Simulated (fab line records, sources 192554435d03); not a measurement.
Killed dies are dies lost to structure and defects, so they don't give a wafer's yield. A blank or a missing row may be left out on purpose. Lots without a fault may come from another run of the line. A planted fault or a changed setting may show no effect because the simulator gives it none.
Chamber matching | flow n5_finfet | N5_SD_EPI_N_ETCHBACK_44 on rie_diel-04: 4 sister chambers
The step etches SiNx in CH3F/O2, stops on SiO2, target depth 14.5 nm. 27 wafers are shown with their chamber, then 12 later ones without.

WAFERS WITH THEIR CHAMBER
wafer  | chamber | throttle_valve_pct (%) | drypump_motor_current_A (A) | showerhead_plenum_p_Torr (Torr)
L075.1 | 0       | 16.4                   | 5.42                        | 2.13
L075.2 | 1       | 16.5                   | 5.76                        | 2.07
L075.3 | 2       | 15.8                   | 5.67                        | 2.05
L078.4 | 0       | 16.5                   | 5.38                        | 2.12
L078.5 | 2       | 15.8                   | 5.67                        | 2.05
L078.6 | 1       | 16.5                   | 5.74                        | 2.06
L079.2 | 0       | 16.5                   | 5.41                        | 2.12
L079.3 | 2       | 15.8                   | 5.67                        | 2.05
L079.6 | 0       | 16.5                   | 5.42                        | 2.12
L080.1 | 2       | 15.8                   | 5.65                        | 2.05
L080.3 | 3       | 15.8                   | 5.53                        | 2.05
L080.4 | 0       | 16.5                   | 5.42                        | 2.12
L081.1 | 3       | 15.8                   | 5.53                        | 2.05
L081.2 | 2       | 15.8                   | 5.67                        | 2.05
L081.6 | 2       | 15.8                   | 5.70                        | 2.05
L085.2 | 1       | 16.6                   | 5.75                        | 2.06
L085.4 | 0       | 16.5                   | 5.40                        | 2.12
L085.5 | 0       | 16.5                   | 5.40                        | 2.12
L086.2 | 1       | 16.6                   | 5.76                        | 2.06
L086.3 | 3       | 15.8                   | 5.53                        | 2.04
L086.6 | 1       | 16.6                   | 5.73                        | 2.06
L087.2 | 1       | 16.6                   | 5.77                        | 2.06
L087.3 | 0       | 16.5                   | 5.42                        | 2.12
L087.5 | 1       | 16.6                   | 5.75                        | 2.06
L091.1 | 0       | 16.5                   | 5.43                        | 2.11
L091.4 | 2       | 15.8                   | 5.67                        | 2.04
L091.5 | 0       | 16.5                   | 5.41                        | 2.11

SIGNATURES (means of the wafers above)
reading                  | chamber 0 | chamber 1 | chamber 2 | chamber 3 | scatter within a chamber
throttle_valve_pct       | 16.490    | 16.571    | 15.800    | 15.800    | 0.0318
drypump_motor_current_A  | 5.4110    | 5.7514    | 5.6714    | 5.5300    | 0.0136
showerhead_plenum_p_Torr | 2.1190    | 2.0614    | 2.0486    | 2.0467    | 0.00479
Rule: a wafer's distance from a chamber is the root of the sum, over the readings, of the square of ((its reading less the chamber's mean) divided by the reading's scatter). The wafer belongs to the nearest chamber; if the next one is less than 2 further off, it can't be placed. The scatter: the root of (the sum of the squares of (reading less its chamber's mean) over the shown wafers, divided by (wafers less chambers)).

WAFERS WITHOUT THEIR CHAMBER
wafer  | throttle_valve_pct (%) | drypump_motor_current_A (A) | showerhead_plenum_p_Torr (Torr)
L092.1 | 15.9                   | 5.67                        | 2.04
L092.2 | 15.8                   | 5.53                        | 2.04
L092.3 | 16.5                   | 5.42                        | 2.11
L094.1 | 15.9                   | 5.69                        | 2.04
L094.4 | 16.1                   | 5.73                        | 2.06
L094.5 | 16.1                   | 5.74                        | 2.05
L095.2 | 15.9                   | 5.67                        | 2.04
L095.4 | 16.5                   | 5.41                        | 2.11
L095.6 | 15.9                   | 5.68                        | 2.04
L096.1 | 15.8                   | 5.53                        | 2.04
L096.2 | 16.5                   | 5.41                        | 2.11
L096.4 | 15.9                   | 5.68                        | 2.03

WHICH CHAMBER EACH WENT THROUGH
wafer  | from the rows above | in truth
L092.1 | 2                   | 2
L092.2 | 3                   | 3
L092.3 | 0                   | 0
L094.1 | 2                   | 2
L094.4 | 2                   | 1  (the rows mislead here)
L094.5 | 2                   | 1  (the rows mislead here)
L095.2 | 2                   | 2
L095.4 | 0                   | 0
L095.6 | 2                   | 2
L096.1 | 3                   | 3
L096.2 | 0                   | 0
L096.4 | 2                   | 2
Placed correctly: 10 of 12. Can't be placed from these rows: 0. Placed wrongly: 2.
